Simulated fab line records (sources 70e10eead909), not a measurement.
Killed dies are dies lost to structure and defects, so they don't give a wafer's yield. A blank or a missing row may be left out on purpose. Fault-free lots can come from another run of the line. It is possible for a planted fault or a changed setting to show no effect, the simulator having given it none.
fab line records ; flow nand-harc ; part 1 of 2: steps 1 to 26 of 38
record lots=5; wafers=15; last-day=33
route steps=1302 shown A_BONDPAD@1222 HYBRID_BOND@1237 THIN_TSV@1244
lots that met no fault: taken from a fault-free run of the same line
start-h: hours from the record's first day to the start of the lot's first wafer shown ; wait-h: hours from the lot's prior step to this one ; " repeats the value in the row above ; L1.1+2: a single row standing in for several wafers ; - either no value or no given start ; * or withheld: withheld ; < > ~ a bound
route shown NAME@n: names a module that has steps shown in the file, with the first one's number in the route ; usual: mean/standard deviation of fault-free wafers ; same: alike in all rows ; chamber/n: place in a boat ; sites: readings site by site ; _std_site: how widely they spread, as a standard deviation ; _edge_site: the outer-site mean with the inner-site mean subtracted ; radius-mm: how far each site lies from the wafer's centre ; mask NAME#n: copy n ; behind: the tool/chamber that last shaped the wafer ; hold: cause of the lot's hold/its duration in hours/its outcome ; device: which transistor (n, p or np) failed to switch ; end of line: the tests these same wafers got at the end of their route ; step lacking rows: just its recipe ; killed: dies lost to structure and defects at the first sort, not the wafer's yield ; map: shows each die of a wafer: x if killed, . if not, _ if none is there
set.NAME: the run value of the setting; set.NAME@STEP: its run value at that earlier step ; model.NAME: the simulator's own value behind a step, which no gauge read
a table for each step, a row for each wafer; lots at some steps of the route
services: from which hour (start-h, from the record's first day; less than 0 if before it) a tool's chamber was out of use, for how many hours, and why
## steps
# step NHARC_A_BONDPAD_STRIP_15
# recipe o2-flow-sccm=500; ar-flow-sccm=0; bias-w=0; chemistry=O2
# usual drypump-motor-current-A=5.7/0.55; oes-product-au=1.001/0.011; rf-vpp-V=57.8/0.86; showerhead-plenum-p-Torr=3.52/0.13; throttle-valve-pct=17.036/0.0085
lot.wafer;tool;chamber;start-h;wait-h;drypump-motor-current-A;oes-product-au;rf-hours-counter-h;rf-vpp-V;showerhead-plenum-p-Torr;throttle-valve-pct
L076.4;rie-diel-06;3;541.10;0.1;6.5;1.011;10;57.4;3.59;17.036
L076.2;rie-diel-06;0;541.10;0.1;5.0;1.002;10;57.1;3.50;17.037
L076.5;rie-diel-06;3;541.10;0.1;6.5;1.007;-;56.7;3.59;17.022
L078.2;rie-diel-05;3;575.28;0.1;5.7;1.005;6;57.2;3.65;17.039
L078.3;rie-diel-05;1;575.28;0.1;6.6;1.005;6;58.5;3.45;17.056
L078.1;rie-diel-05;2;575.28;0.1;5.6;0.982;5;57.6;3.41;17.037
L090.4;rie-diel-05;1;697.99;0.1;6.6;1.002;2;58.8;3.45;17.036
L090.6;rie-diel-05;1;697.99;0.1;6.6;0.995;-;57.4;3.45;17.031
L090.5;rie-diel-05;2;697.99;0.1;5.7;0.997;-;57.2;3.40;17.040
L094.2;rie-diel-06;1;723.02;0.1;6.2;0.995;11;58.2;3.67;17.032
L094.3;rie-diel-06;3;723.02;0.1;6.5;0.988;10;58.5;3.57;17.034
L094.6;rie-diel-06;1;723.02;0.1;6.3;0.997;-;58.2;3.67;17.031
L096.1;rie-diel-05;3;746.82;0.1;5.7;1.030;4;58.5;3.65;17.028
L096.3;rie-diel-05;1;746.82;0.1;6.6;1.017;3;58.5;3.45;17.025
L096.2;rie-diel-05;2;746.82;0.1;5.7;1.002;4;57.2;3.40;17.035
# step NHARC_A_BONDPAD_ETCH_24
# recipe target-depth-a=300; over-etch-frac=0.3; time-s=72.99; ion-energy-ev=150; cf4-flow-sccm=50; n2-flow-sccm=100; ar-flow-sccm=150; rf-w=300; bias-w=100; chemistry=CF4/N2
# usual drypump-motor-current-A=5.7/0.55; oes-product-au=1.002/0.012; rf-fwd-power-W=297.4/1.3; rf-vpp-V=314.2/1.8; showerhead-plenum-p-Torr=2.62/0.099; throttle-valve-pct=19.794/0.0095
lot.wafer;tool;chamber;start-h;wait-h;drypump-motor-current-A;oes-product-au;rf-fwd-power-W;rf-hours-counter-h;rf-vpp-V;showerhead-plenum-p-Torr;throttle-valve-pct
L076.2;rie-diel-06;1;-;-;6.2;0.998;297.7;10;316.9;2.75;19.800
L076.4;rie-diel-06;2;-;-;5.6;1.002;298.7;10;312.7;2.48;19.809
L076.5;rie-diel-06;2;-;-;5.6;0.984;298.5;-;311.5;2.48;19.784
L078.1;rie-diel-05;0;-;-;4.9;1.001;297.4;6;317.0;2.77;19.793
L078.3;rie-diel-05;1;-;-;6.5;1.000;297.7;6;312.3;2.57;19.793
L078.2;rie-diel-05;2;-;-;5.6;0.988;296.5;5;312.3;2.53;19.805
L090.4;rie-diel-05;3;-;-;5.7;1.019;296.1;3;315.4;2.72;19.804
L090.6;rie-diel-05;1;-;-;6.6;0.999;298.1;-;313.0;2.57;19.794
L090.5;rie-diel-05;2;-;-;5.7;0.998;295.2;-;311.9;2.53;19.785
L094.2;rie-diel-06;1;-;-;6.2;1.005;297.1;11;316.0;2.73;19.785
L094.3;rie-diel-06;3;-;-;6.5;1.004;297.8;10;314.4;2.66;19.801
L094.6;rie-diel-06;1;-;-;6.2;1.000;297.7;-;316.0;2.73;19.788
L096.1;rie-diel-05;0;-;-;5.0;1.010;300.1;4;317.0;2.77;19.785
L096.2;rie-diel-05;1;-;-;6.6;1.024;297.2;3;312.5;2.57;19.788
L096.3;rie-diel-05;3;-;-;5.7;1.023;296.0;4;314.8;2.72;19.796
# step NHARC_A_BONDPAD_STRIP_16
# recipe time-s=600; temp-c=30; chemistry=post-etch-residue-remover
lot.wafer;tool;chamber;start-h;wait-h
L076.5+4+2;wet-bench-08;0,1,2;541.40;-
L078.2+3+1;wet-bench-10;7,0,1;575.56;-
L090.5+4+6;wet-bench-08;4,6,7;698.29;-
L094.6+3+2;wet-bench-08;4,5,0;723.31;-
L096.3+1+2;wet-bench-08;2,4,5;747.12;-
# step NHARC_A_BONDPAD_DEGAS_25
# recipe temp-c=300; time-s=60
# usual heater-power-w=469/40
lot.wafer;tool;chamber;start-h;wait-h;heater-power-w
L076.2;pvd-sputter-01;-;541.65;-;554
L076.4;pvd-sputter-01;-;541.65;-;452
L076.5;pvd-sputter-01;-;541.65;-;427
L078.3;pvd-sputter-03;-;575.82;-;503
L078.2;pvd-sputter-03;-;575.82;-;480
L078.1;pvd-sputter-03;-;575.82;-;479
L090.4;pvd-sputter-01;-;698.55;-;408
L090.6;pvd-sputter-01;-;698.55;-;525
L090.5;pvd-sputter-01;-;698.55;-;408
L094.2;pvd-sputter-01;-;723.57;-;406
L094.3;pvd-sputter-01;-;723.57;-;479
L094.6;pvd-sputter-01;-;723.57;-;413
L096.2;pvd-sputter-02;-;747.37;-;488
L096.1;pvd-sputter-02;-;747.37;-;435
L096.3;pvd-sputter-02;-;747.37;-;391
# step NHARC_A_BONDPAD_PRE_CLEAN_26
# recipe time-s=30; temp-c=280; gas=H2/He
# usual heater-power-w=414/34
lot.wafer;tool;chamber;start-h;wait-h;heater-power-w
L076.4;pvd-sputter-01;-;-;-;383
L076.2;pvd-sputter-01;-;-;-;387
L076.5;pvd-sputter-01;-;-;-;382
L078.3;pvd-sputter-03;-;-;-;445
L078.2;pvd-sputter-03;-;-;-;385
L078.1;pvd-sputter-03;-;-;-;416
L090.4;pvd-sputter-01;-;-;-;368
L090.6;pvd-sputter-01;-;-;-;411
L090.5;pvd-sputter-01;-;-;-;444
L094.2;pvd-sputter-01;-;-;-;416
L094.3;pvd-sputter-01;-;-;-;453
L094.6;pvd-sputter-01;-;-;-;419
L096.1;pvd-sputter-02;-;-;-;456
L096.3;pvd-sputter-02;-;-;-;434
L096.2;pvd-sputter-02;-;-;-;373
# step NHARC_A_BONDPAD_PVD_17
# recipe target-thk-a=50; bias-v=168.6; power-w=15000; chamber-pressure-pa=0.12; time-s=8.06; substrate-temp-c=50; material=TaN
# usual bias-v=168.3/1.8; chamber-pressure-pa=0.12/0.00027; substrate-temp-c=49.97/0.11; throttle-valve-pct=30.4/0.78
lot.wafer;tool;chamber;start-h;wait-h;bias-v;chamber-pressure-pa;substrate-temp-c;throttle-valve-pct
L076.4;pvd-sputter-01;-;-;-;166.8;0.1197;49.99;30.4
L076.2;pvd-sputter-01;-;-;-;167.8;0.12012;49.86;31.1
L076.5;pvd-sputter-01;-;-;-;171.3;0.12003;49.92;29.5
L078.1;pvd-sputter-03;-;-;-;165.8;0.12014;49.86;30.4
L078.2;pvd-sputter-03;-;-;-;166.4;0.11975;49.94;28.6
L078.3;pvd-sputter-03;-;-;-;169.6;0.11995;50.06;29.7
L090.4;pvd-sputter-01;-;-;-;168.4;0.11974;49.91;31.3
L090.5;pvd-sputter-01;-;-;-;170.0;0.11992;49.94;30.2
L090.6;pvd-sputter-01;-;-;-;170.8;0.11984;50.14;31.2
L094.3;pvd-sputter-01;-;-;-;164.6;0.12028;50.04;30.9
L094.2;pvd-sputter-01;-;-;-;168.3;0.12028;50.14;30.4
L094.6;pvd-sputter-01;-;-;-;169.5;0.12012;49.95;30.6
L096.1;pvd-sputter-02;-;-;-;165.1;0.12;49.94;32.2
L096.2;pvd-sputter-02;-;-;-;170.6;0.11993;49.87;30.6
L096.3;pvd-sputter-02;-;-;-;167.1;0.12001;50.09;30.7
# step NHARC_A_BONDPAD_PVD_27
# recipe target-thk-a=300; chamber-pressure-pa=5; power-w=5000; substrate-temp-c=30; time-s=20.49; material=Cu
# usual chamber-pressure-pa=4.999/0.0099; substrate-temp-c=29.99/0.11; throttle-valve-pct=30.4/0.76
lot.wafer;tool;chamber;start-h;wait-h;chamber-pressure-pa;substrate-temp-c;throttle-valve-pct
L076.2;pvd-sputter-01;-;-;-;5.008;29.85;29.8
L076.4;pvd-sputter-01;-;-;-;5.017;29.95;31.1
L076.5;pvd-sputter-01;-;-;-;5.003;29.98;31.2
L078.2;pvd-sputter-03;-;-;-;5.025;30.10;30.2
L078.1;pvd-sputter-03;-;-;-;4.995;29.94;28.9
L078.3;pvd-sputter-03;-;-;-;4.997;30.03;29.9
L090.4;pvd-sputter-01;-;-;-;5.008;29.97;31.2
L090.6;pvd-sputter-01;-;-;-;4.979;30.03;30.2
L090.5;pvd-sputter-01;-;-;-;5.014;29.99;31.3
L094.2;pvd-sputter-01;-;-;-;4.993;30.11;30.6
L094.3;pvd-sputter-01;-;-;-;5.008;29.97;30.1
L094.6;pvd-sputter-01;-;-;-;4.999;29.97;31.1
L096.3;pvd-sputter-02;-;-;-;4.998;30.03;30.4
L096.1;pvd-sputter-02;-;-;-;5.001;30.06;30.8
L096.2;pvd-sputter-02;-;-;-;5.013;29.93;30.6
# step NHARC_A_BONDPAD_ECD_18
# recipe target-thk-a=4000; bath-temp-c=25; material=Cu
lot.wafer;tool;chamber;start-h;wait-h
L076.2+4+5;ecd-cu-02;0,1,0;542.06;-
L078.1+2+3;ecd-cu-02;1,0,0;576.19;-
L090.4+5+6;ecd-cu-02;0,1,0;699.07;-
L094.2+3+6;ecd-cu-02;0,1,0;723.93;-
L096.1+2+3;ecd-cu-02;1,0,1;747.73;-
# step NHARC_A_BONDPAD_ANNEAL_28
# recipe temp-c=225; time-s=90
# usual wafer_temp_C_max=226.4/0.57
lot.wafer;tool;chamber;start-h;wait-h;wafer_temp_C_max
L076.2;rtp-anneal-01;0;542.43;-;226.7
L076.4;rtp-anneal-01;0;542.43;-;227.4
L076.5;rtp-anneal-01;0;542.43;-;227.4
L078.1;rtp-anneal-01;0;576.56;-;227.1
L078.2;rtp-anneal-01;0;576.56;-;227.0
L078.3;rtp-anneal-01;0;576.56;-;227.3
L090.4;rtp-anneal-02;0;699.45;-;225.8
L090.5;rtp-anneal-02;0;699.45;-;226.1
L090.6;rtp-anneal-02;0;699.45;-;225.9
L094.2;rtp-anneal-02;0;724.36;-;225.9
L094.3;rtp-anneal-02;0;724.36;-;225.6
L094.6;rtp-anneal-02;0;724.36;-;225.9
L096.1;rtp-anneal-01;0;748.10;-;226.5
L096.2;rtp-anneal-01;0;748.10;-;227.1
L096.3;rtp-anneal-01;0;748.10;-;226.9
# step NHARC_A_BONDPAD_CMP_19
# recipe t-overpolish-s=30; cu-recess-touch-s=16; target-thk-nm=169.82
# usual motor-current-A=11.9/1.3; overpolish-run-s=30.000/0.0091
# same cu-recess-touch-s=16; t-overpolish-s=30
lot.wafer;tool;chamber;start-h;wait-h;motor-current-A;overpolish-run-s
L076.2;cmp-04;0;542.73;-;12.1;30.016
L076.4;cmp-04;3;542.73;-;11.7;29.985
L076.5;cmp-04;1;542.73;-;10.1;29.981
L078.3;cmp-04;2;576.91;-;11.4;29.988
L078.2;cmp-04;0;576.91;-;11.6;29.992
L078.1;cmp-04;1;576.91;-;9.9;29.990
L090.4;cmp-03;1;699.64;-;13.8;30.011
L090.5;cmp-03;1;699.64;-;13.7;29.998
L090.6;cmp-03;2;699.64;-;13.8;29.995
L094.2;cmp-04;2;724.65;-;11.1;29.997
L094.3;cmp-04;0;724.65;-;12.1;30.005
L094.6;cmp-04;3;724.65;-;11.9;29.985
L096.3;cmp-03;3;748.45;-;10.9;29.995
L096.1;cmp-03;0;748.45;-;12.1;30.000
L096.2;cmp-03;1;748.45;-;13.6;30.015
# step NHARC_A_BONDPAD_THK_MEAS_20
# recipe thk-meas-gauge=xrf
# usual thk-nm=170.0/1.6
lot.wafer;tool;chamber;start-h;wait-h;thk-nm
L076.2;film-metro-01;-;543.05;-;172.2
L076.4;film-metro-01;-;543.05;-;167.8
L076.5;film-metro-01;-;543.05;-;169.4
L078.1;film-metro-02;-;577.23;-;168.0
L078.2;film-metro-02;-;577.23;-;170.7
L078.3;film-metro-02;-;577.23;-;172.0
L090.4;film-metro-01;-;699.96;-;170.3
L090.5;film-metro-01;-;699.96;-;170.0
L090.6;film-metro-01;-;699.96;-;170.6
L094.2;film-metro-01;-;724.97;-;171.2
L094.3;film-metro-01;-;724.97;-;169.1
L094.6;film-metro-01;-;724.97;-;169.1
L096.1;film-metro-02;-;748.77;-;168.8
L096.2;film-metro-02;-;748.77;-;169.7
L096.3;film-metro-02;-;748.77;-;171.5
# step NHARC_A_BONDPAD_SRD_21
# recipe time-s=30; temp-c=23; dry-time-s=20; spin-rpm=1500
# usual spin-rpm=1500.0/0.73
lot.wafer;tool;chamber;start-h;wait-h;spin-rpm
L076.4;wet-bench-08;1;543.09;0.0;1499.2
L076.5;wet-bench-08;4;543.09;0.0;1499.4
L076.2;wet-bench-08;5;543.09;0.0;1502.2
L078.2;wet-bench-08;1;577.27;0.0;1500.3
L078.3;wet-bench-08;2;577.27;0.0;1500.3
L078.1;wet-bench-08;4;577.27;0.0;1501.0
L090.4;wet-bench-10;7;700.01;0.0;1500.9
L090.6;wet-bench-10;0;700.01;0.0;1499.7
L090.5;wet-bench-10;1;700.01;0.0;1499.5
L094.2;wet-bench-10;4;725.01;0.0;1500.0
L094.3;wet-bench-10;5;725.01;0.0;1500.0
L094.6;wet-bench-10;7;725.01;0.0;1501.2
L096.1;wet-bench-08;7;748.81;0.0;1499.1
L096.2;wet-bench-08;0;748.81;0.0;1499.4
L096.3;wet-bench-08;4;748.81;0.0;1498.8
# step NHARC_A_BONDPAD_INSPECT_23
# usual raw-defect-count=561/130
lot.wafer;tool;chamber;start-h;wait-h;raw-defect-count
L076.2;defect-inspect-01;-;543.27;0.0;730
L076.4;defect-inspect-01;-;543.27;0.0;628
L076.5;defect-inspect-01;-;543.27;0.0;522
L078.1;defect-inspect-02;-;577.45;0.0;578
L078.2;defect-inspect-02;-;577.45;0.0;655
L078.3;defect-inspect-02;-;577.45;0.0;921
L090.4;defect-inspect-02;-;700.19;0.0;515
L090.5;defect-inspect-02;-;700.19;0.0;508
L090.6;defect-inspect-02;-;700.19;0.0;536
L094.2;defect-inspect-02;-;725.17;0.0;552
L094.3;defect-inspect-02;-;725.17;0.0;599
L094.6;defect-inspect-02;-;725.17;0.0;556
L096.1;defect-inspect-01;-;748.97;0.0;1175
L096.2;defect-inspect-01;-;748.97;0.0;774
L096.3;defect-inspect-01;-;748.97;0.0;932
# step NHARC_HYBRID_BOND_ACTIVATE_00
# recipe time-s=60; n2-flow-sccm=200; ar-flow-sccm=0; bias-power-w=0; chemistry=N2
# usual drypump-motor-current-A=6.0/0.46; oes-product-au=1.004/0.015; rf-vpp-V=63.9/0.85; showerhead-plenum-p-Torr=1.72/0.055
lot.wafer;tool;chamber;start-h;wait-h;drypump-motor-current-A;oes-product-au;rf-hours-counter-h;rf-vpp-V;showerhead-plenum-p-Torr
L076.4;rie-diel-03;0;543.34;0.1;5.7;1.010;7;63.0;1.67
L076.2;rie-diel-03;1;543.34;0.1;6.6;1.002;6;65.4;1.79
L076.5;rie-diel-03;3;543.34;0.1;6.2;1.000;-;62.4;1.76
L078.3;rie-diel-03;1;577.51;0.1;6.6;0.982;8;64.0;1.79
L078.1;rie-diel-03;2;577.51;0.1;5.9;0.999;8;61.7;1.66
L078.2;rie-diel-03;3;577.51;0.1;6.2;0.980;9;62.5;1.76
L090.4;rie-diel-03;3;700.26;0.1;6.2;1.006;4;65.2;1.76
L090.6;rie-diel-03;2;700.26;0.1;5.9;1.015;-;64.8;1.66
L090.5;rie-diel-03;3;700.26;0.1;6.2;1.000;-;64.1;1.76
L094.2;rie-diel-03;0;725.25;0.1;5.7;0.993;6;64.1;1.66
L094.3;rie-diel-03;1;725.25;0.1;6.7;0.994;7;63.9;1.79
L094.6;rie-diel-03;3;725.25;0.1;6.2;1.007;-;63.1;1.76
L096.1;rie-diel-03;1;749.03;0.1;6.6;0.987;9;65.2;1.79
L096.3;rie-diel-03;2;749.03;0.1;6.0;1.022;9;65.2;1.66
L096.2;rie-diel-03;0;749.03;0.1;5.7;0.995;8;63.9;1.66
# step NHARC_HYBRID_BOND_PRECLEAN_01
# recipe time-s=300; temp-c=23; chemistry=DIW
lot.wafer;tool;chamber;start-h;wait-h
L076.5+4+2;wet-bench-10;3,4,6;543.48;0.1
L078.3+2+1;wet-bench-10;0,1,2;577.69;0.2
L090.6+5+4;wet-bench-08;6,0,2;700.41;0.1
L094.3+6+2;wet-bench-08;5,0,2;725.39;0.1
L096.3+2+1;wet-bench-10;5,6,0;749.18;0.1
# step NHARC_HYBRID_BOND_SRD_02
# recipe time-s=30; temp-c=23; dry-time-s=20; spin-rpm=1500
# usual spin-rpm=1499.9/0.75
lot.wafer;tool;chamber;start-h;wait-h;spin-rpm
L076.5;wet-bench-10;3;-;-;1498.3
L076.4;wet-bench-10;4;-;-;1500.1
L076.2;wet-bench-10;6;-;-;1499.7
L078.3;wet-bench-10;0;-;-;1500.3
L078.2;wet-bench-10;1;-;-;1499.5
L078.1;wet-bench-10;2;-;-;1500.1
L090.6;wet-bench-08;6;-;-;1499.3
L090.5;wet-bench-08;0;-;-;1502.0
L090.4;wet-bench-08;2;-;-;1500.1
L094.3;wet-bench-08;5;-;-;1500.5
L094.6;wet-bench-08;0;-;-;1499.6
L094.2;wet-bench-08;2;-;-;1499.8
L096.3;wet-bench-10;5;-;-;1499.7
L096.2;wet-bench-10;6;-;-;1499.7
L096.1;wet-bench-10;0;-;-;1500.9
# step NHARC_HYBRID_BOND_BOND_03
# recipe temp-c=25
lot.wafer;tool;chamber;start-h;wait-h
L076.2+4+5;wafer-bonder-01;0;543.89;-
L078.1+2+3;wafer-bonder-01;0;577.91;-
L090.4+5+6;wafer-bonder-01;0;701.11;-
L094.2+3+6;wafer-bonder-01;0;725.80;-
L096.1+2+3;wafer-bonder-01;0;749.44;-
# step NHARC_HYBRID_BOND_ANNEAL_04
# recipe temp-c=300; time-s=7200; ramp-up-c-per-min=5; ramp-down-c-per-min=3; idle-temp-c=100; pressure-atm=1
# usual spike-tc-top-C=333.7/1.3
lot.wafer;tool;chamber;start-h;wait-h;spike-tc-top-C
L076.2;furnace-01;0;550.14;6.1;334.0
L076.4;furnace-01;0;550.14;6.1;333.6
L076.5;furnace-01;0;550.14;6.1;333.9
L078.1;furnace-01;0;578.94;0.9;334.3
L078.2;furnace-01;0;578.94;0.9;332.8
L078.3;furnace-01;0;578.94;0.9;334.7
L090.4;furnace-01;0;703.87;2.6;333.0
L090.5;furnace-01;0;703.87;2.6;334.9
L090.6;furnace-01;0;703.87;2.6;334.5
L094.2;furnace-01;0;729.94;4.0;334.0
L094.3;furnace-01;0;729.94;4.0;333.2
L094.6;furnace-01;0;729.94;4.0;334.5
L096.1;furnace-01;0;754.91;5.3;333.0
L096.2;furnace-01;0;754.91;5.3;336.2
L096.3;furnace-01;0;754.91;5.3;333.5
# step NHARC_HYBRID_BOND_OVL_MEAS_05
# usual overlay-x-nm=0/33; overlay-y-nm=-4/34
lot.wafer;tool;chamber;start-h;wait-h;overlay-x-nm;overlay-y-nm
L076.2;overlay-02;-;554.91;0.4;-8;10
L076.4;overlay-02;-;554.91;0.4;-61;31
L076.5;overlay-02;-;554.91;0.4;33;8
L078.1;overlay-01;-;583.67;0.4;13;-96
L078.2;overlay-01;-;583.67;0.4;41;-29
L078.3;overlay-01;-;583.67;0.4;-35;-51
L090.4;overlay-02;-;708.63;0.4;11;2
L090.5;overlay-02;-;708.63;0.4;14;-76
L090.6;overlay-02;-;708.63;0.4;30;20
L094.2;overlay-02;-;734.61;0.4;-41;4
L094.3;overlay-02;-;734.61;0.4;-57;0
L094.6;overlay-02;-;734.61;0.4;3;-31
L096.1;overlay-02;-;759.64;0.4;-26;-28
L096.2;overlay-02;-;759.64;0.4;-15;30
L096.3;overlay-02;-;759.64;0.4;6;-2
# step NHARC_HYBRID_BOND_INSPECT_06
# recipe inspect-instrument=ir-void
# usual raw-defect-count=88/36
lot.wafer;tool;chamber;start-h;wait-h;raw-defect-count
L076.2;defect-inspect-01;-;554.96;0.1;43
L076.4;defect-inspect-01;-;554.96;0.1;52
L076.5;defect-inspect-01;-;554.96;0.1;58
L078.1;defect-inspect-02;-;583.73;0.0;103
L078.2;defect-inspect-02;-;583.73;0.0;116
L078.3;defect-inspect-02;-;583.73;0.0;111
L090.4;defect-inspect-02;-;708.69;0.1;84
L090.5;defect-inspect-02;-;708.69;0.1;94
L090.6;defect-inspect-02;-;708.69;0.1;86
L094.2;defect-inspect-02;-;734.66;0.1;79
L094.3;defect-inspect-02;-;734.66;0.1;82
L094.6;defect-inspect-02;-;734.66;0.1;77
L096.1;defect-inspect-01;-;759.71;0.1;137
L096.2;defect-inspect-01;-;759.71;0.1;125
L096.3;defect-inspect-01;-;759.71;0.1;139
# step NHARC_THIN_TSV_GRIND_00
# recipe target-thk-um=6
# usual motor-current-A=12.005/0.023
lot.wafer;tool;chamber;start-h;wait-h;motor-current-A
L076.2;grinder-01;0;555.31;0.3;12.024
L076.4;grinder-01;0;555.31;0.3;12.017
L076.5;grinder-01;0;555.31;0.3;12.012
L078.1;grinder-01;0;606.51;22.8;11.991
L078.2;grinder-01;0;606.51;22.8;11.968
L078.3;grinder-01;0;606.51;22.8;12.040
L090.4;grinder-01;0;714.43;5.7;12.014
L090.5;grinder-01;0;714.43;5.7;11.986
L090.6;grinder-01;0;714.43;5.7;12.027
L094.2;grinder-01;0;735.01;0.3;11.957
L094.3;grinder-01;0;735.01;0.3;11.988
L094.6;grinder-01;0;735.01;0.3;12.014
L096.1;grinder-01;0;761.04;1.3;11.983
L096.2;grinder-01;0;761.04;1.3;12.018
L096.3;grinder-01;0;761.04;1.3;12.018
# step NHARC_THIN_TSV_CMP_01
# recipe target-thk-um=3
# usual motor-current-A=11.6/1.1
lot.wafer;tool;chamber;start-h;wait-h;motor-current-A
L076.2;cmp-01;2;556.33;0.8;10.5
L076.4;cmp-01;0;556.33;0.8;14.1
L076.5;cmp-01;2;556.33;0.8;11.8
L078.2;cmp-04;2;607.76;0.8;11.4
L078.1;cmp-04;3;607.76;0.8;11.6
L078.3;cmp-04;0;607.76;0.8;11.1
L090.4;cmp-04;2;715.11;0.5;11.3
L090.6;cmp-04;0;715.11;0.5;11.7
L090.5;cmp-04;1;715.11;0.5;9.4
L094.3;cmp-04;1;736.07;0.7;10.5
L094.2;cmp-04;2;736.07;0.7;10.3
L094.6;cmp-04;1;736.07;0.7;9.5
L096.3;cmp-02;0;762.27;0.6;13.1
L096.2;cmp-02;2;762.27;0.6;11.8
L096.1;cmp-02;3;762.27;0.6;10.2
# step NHARC_THIN_TSV_THK_MEAS_02
# recipe thk-meas-gauge=ir
# usual thk-nm=3029/220
lot.wafer;tool;chamber;start-h;wait-h;thk-nm
L076.2;film-metro-02;-;556.60;0.2;2952
L076.4;film-metro-02;-;556.60;0.2;3302
L076.5;film-metro-02;-;556.60;0.2;3456
L078.1;film-metro-02;-;607.99;-;3452
L078.2;film-metro-02;-;607.99;-;3434
L078.3;film-metro-02;-;607.99;-;3458
L090.4;film-metro-02;-;715.33;-;2562
L090.5;film-metro-02;-;715.33;-;2660
L090.6;film-metro-02;-;715.33;-;3100
L094.2;film-metro-02;-;736.31;-;2846
L094.3;film-metro-02;-;736.31;-;3216
L094.6;film-metro-02;-;736.31;-;3098
L096.1;film-metro-02;-;762.53;-;3145
L096.2;film-metro-02;-;762.53;-;3367
L096.3;film-metro-02;-;762.53;-;3172
# step NHARC_THIN_TSV_SRD_03
lot.wafer;tool;chamber;start-h;wait-h
L076.2+4+5;wet-bench-08;5,6,0;556.65;0.0
L078.3+1+2;wet-bench-08;4,5,6;608.05;0.1
L090.6+5+4;wet-bench-10;5,7,1;715.37;0.0
L094.2+3+6;wet-bench-10;7,0,3;736.35;0.0
L096.3+1+2;wet-bench-10;0,1,3;762.57;0.0
# step NHARC_THIN_TSV_PRECLEAN_41
# recipe time-s=*; temp-c=50; bath-age-min=0; chemistry=SC1
# same bath-age-min=0
lot.wafer;tool;chamber;start-h;wait-h
L076.2+4+5;wet-bench-08;5,6,0;556.67;0.0
L078.3+1+2;wet-bench-08;4,5,6;608.06;0.0
L090.6+5+4;wet-bench-10;5,7,1;715.39;0.0
L094.2+3+6;wet-bench-10;7,0,3;736.37;0.0
L096.3+1+2;wet-bench-10;0,1,3;762.60;0.0
# step NHARC_THIN_TSV_SRD_42
lot.wafer;tool;chamber;start-h;wait-h
L076.2+4+5;wet-bench-08;5,6,0;-;-
L078.3+1+2;wet-bench-08;4,5,6;-;-
L090.6+5+4;wet-bench-10;5,7,1;-;-
L094.2+3+6;wet-bench-10;7,0,3;-;-
L096.3+1+2;wet-bench-10;0,1,3;-;-
